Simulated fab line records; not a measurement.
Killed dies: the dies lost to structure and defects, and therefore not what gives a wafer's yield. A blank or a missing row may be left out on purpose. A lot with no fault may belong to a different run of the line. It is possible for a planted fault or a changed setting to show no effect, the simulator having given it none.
A lot that was struck, set against a sound lot + flow n5Finfet + 39 steps out of a route of 1938
Sound: these wafers, L428.2, L428.5, L428.6. The struck wafers were L413.2, L413.4, L413.5. The cause comes at the end.
For every step that has rows: the tool of each side, followed by ch and its chambers, followed by its first start. Under that, the readings that differ: sound wafers + struck wafers + difference of the means + sigmas: that difference in standard deviations of wafers without a fault.
alike: a reading whose means differ by less than 2 such deviations, as well as words and numbers matching on both sides. not compared: withheld readings; readings where some wafer has no value; bounds like >300 that might hide an equal value; numbers whose values overlap and for which the record gives no deviation.
A row with sigmas, a row that says differs or no value, or rows on one side alone: a step with any of these is where the two part. Non-overlapping numbers with no deviation appear without sigmas and do not part them. A reading missing from all wafers of one side parts the sides only when that side holds two or more wafers.

first, 9 steps without rows for these wafers: N5_HKMG_FIN_PEB_10 (peb time 60 s); N5_HKMG_FIN_DEVELOP_11 (develop time 30 s); N5_HKMG_FIN_DESCUM_17 (chemistry O2, time 7.9 s); N5_HKMG_FIN_ETCH_31 (etches SiARC in CF4, target depth 45.5 nm, time 75.8 s); N5_HKMG_FIN_ETCH_32 (etches SOC in N2/H2, target depth 240 nm, time 300 s); N5_HKMG_FIN_STRIP_33 (strips in N2/H2); N5_HKMG_FIN_STRIP_34 (strips in CF4); N5_HKMG_FIN_ETCH_35 (etches SOC in N2/H2, target depth 215.8 nm, time 243.4 s); N5_HKMG_FIN_STRIP_92 (strips SOC in N2/H2, time 20 s).
N5_HKMG_FIN_WET_ETCH_18: etches TiN in SC1, time 55 s, target depth 5.2 nm, rinse time 30 s.
  sound on wetBench-01 ch 2,4,6, day 9 16:24; struck on wetBench-01 ch 1,3,7, day 5 21:54
  alike: diwFlowMLMin
then, 27 steps without rows for these wafers: N5_HKMG_FIN_STRIP_19 (strips in N2/H2, time 360 s); N5_HKMG_FIN_ALD_91 (deposits TiN, target thk 1 nm, pulse time 1 s, purge time 3 s); N5_HKMG_FIN_COAT_85 (time 60 s, resist thk 300 nm); N5_HKMG_FIN_ETCH_86 (etches SOC in N2/H2, stops on TiN, target depth 393.2 nm); N5_HKMG_FIN_STRIP_89 (strips SOC in N2/H2, time 20 s); N5_HKMG_FIN_WET_ETCH_87 (etches TiN in SC1, time 154.2 s, target depth 4.7 nm, rinse time 30 s); N5_HKMG_FIN_STRIP_88 (strips in N2/H2, time 360 s); N5_HKMG_FIN_NWFM_ALD_20 (deposits TiAlC, target thk 2 nm, pulse time 3 s, purge time 2 s); N5_HKMG_FIN_ALD_71 (deposits TiN, target thk 1 nm, pulse time 1 s, purge time 3 s); N5_HKMG_FIN_COAT_66 (time 60 s, resist thk 300 nm); N5_HKMG_FIN_ETCH_67 (etches SOC in N2/H2, stops on TiN, target depth 388.9 nm); N5_HKMG_FIN_STRIP_90 (strips SOC in N2/H2, time 20 s); N5_HKMG_FIN_WET_ETCH_73 (etches the open film in SC1, time 42.3 s, target depth 1.3 nm, rinse time 30 s); N5_HKMG_FIN_ETCHBACK_68 (etches the open film in Cl2/Ar, stops on HfO2, target depth 0.5 nm); N5_HKMG_FIN_STRIP_69 (strips in N2/H2, time 360 s); N5_HKMG_FIN_ALD_21 (deposits TiN, target thk 1.5 nm, pulse time 1 s, purge time 3 s); N5_HKMG_FIN_ALD_72 (deposits W, target thk 2 nm, pulse time 1 s, purge time 2 s); N5_HKMG_FIN_W_FILL_22 (material W, target thk 60 nm, time 18.2 s); N5_HKMG_FIN_PRECLEAN_83 (cleans in DIW, time 57.5 s); N5_HKMG_FIN_SRD_84 (dry time 32 s); N5_HKMG_FIN_CMP_23 (polishes, stops on SiNx, t overpolish 10 s, target thk 46.326 nm); N5_HKMG_FIN_CMP_94 (polishes, stops on SiNx, t overpolish 4.7 s, target thk 43.299 nm); N5_GATE_CUT_ETCHBACK_00 (etches W in SF6/Cl2); N5_GATE_CUT_ETCH_56 (etches TiN in Cl2/Ar, target depth 21.6 nm); N5_GATE_CUT_ETCHBACK_30 (etches TiN in Cl2/Ar, target depth 3 nm); N5_GATE_CUT_VAPOR_ETCH_60 (etches HfO2 in BCl3/Cl2); N5_GATE_CUT_ETCH_58 (etches SiNx in CH3F/O2, target depth 17 nm, time 128.6 s).
-- here the record skips 4 days between the struck wafers' starts before and after, leaving off in module GATE_CUT and picking up in module BEOL_M4 (first step shown: number 1111 of the route) --
N5_BEOL_M4_RC_MEAS_101:
  sound on prober-01 ch 0, day 13 18:16; struck on prober-02 ch 0, day 10 00:23
| reading             | sound                      | struck                     | difference | sigmas |
|---------------------|----------------------------|----------------------------|------------|--------|
| IOFF_N (nA/um)      | 0.16 0.14 0.17             | 0.07 0.06 0.06             | -0.09      | -3     |
| IOFF_N_85C (nA/um)  | 3.1 2.7 3.3                | 1.6 1.3 1.4                | -1.6       | -3     |
| IOFF_N_LIN (nA/um)  | 0.074 0.066 0.078          | 0.032 0.027 0.029          | -0.043     | -3     |
| IOFF_N_LONG (nA/um) | 5.66e-05 5.55e-05 5.59e-05 | 3.29e-05 3.23e-05 3.27e-05 | -2.34e-05  | -8     |
| ION_N (uA/um)       | 682 683 686                | 627 626 623                | -58        | -5     |
| VT_N (mV)           | 249 252 249                | 271 275 273                | +23        | +6     |
| VT_N_LONG (mV)      | 273.0 273.5 276.7          | 301.8 298.8 299.7          | +25.7      | +12    |
| VT_N_LVT (mV)       | 96 98 96                   | 124 124 124                | +27        | +8     |
  alike: DIBL_N, DIBL_P, IOFF_P, ION_P, SS_N, SS_P, VT_P
-- the record jumps here: 4 days lie between the struck wafers' starts before and after (it left off in module BEOL_M4 and takes up again in module PASSIVATION, whose first step shown is number 1936 of the route) --
N5_PASSIVATION_PROBE_49:
  sound on prober-01 at day 18 01:57; struck on prober-01 at day 14 11:22
| reading              | sound          | struck            | difference | sigmas      |
|----------------------|----------------|-------------------|------------|-------------|
| sort_bin_8_speed (%) | 0 0 0          | 24.92 15.17 17.80 | +19.30     | +99 or more |
| sortNPass            | 1077 1067 1061 | 788 895 873       | -216       | -13         |
| sortYieldPct (%)     | 91.3 90.4 89.9 | 66.8 75.8 74.0    | -18.3      | -13         |
  alike: defectLimitedYield, killed_at_M0_to_M3, killed_at_M4_up, killedAtContacts, killedAtFrontEnd, killedAtOther, killedDies, killedOpen, killedShort, sort_bin_5_function, sort_bin_6_memory

WHERE THEY PART
Last at N5_PASSIVATION_PROBE_49 as far as this record goes, first at N5_BEOL_M4_RC_MEAS_101.

WHY: what the simulator had put in
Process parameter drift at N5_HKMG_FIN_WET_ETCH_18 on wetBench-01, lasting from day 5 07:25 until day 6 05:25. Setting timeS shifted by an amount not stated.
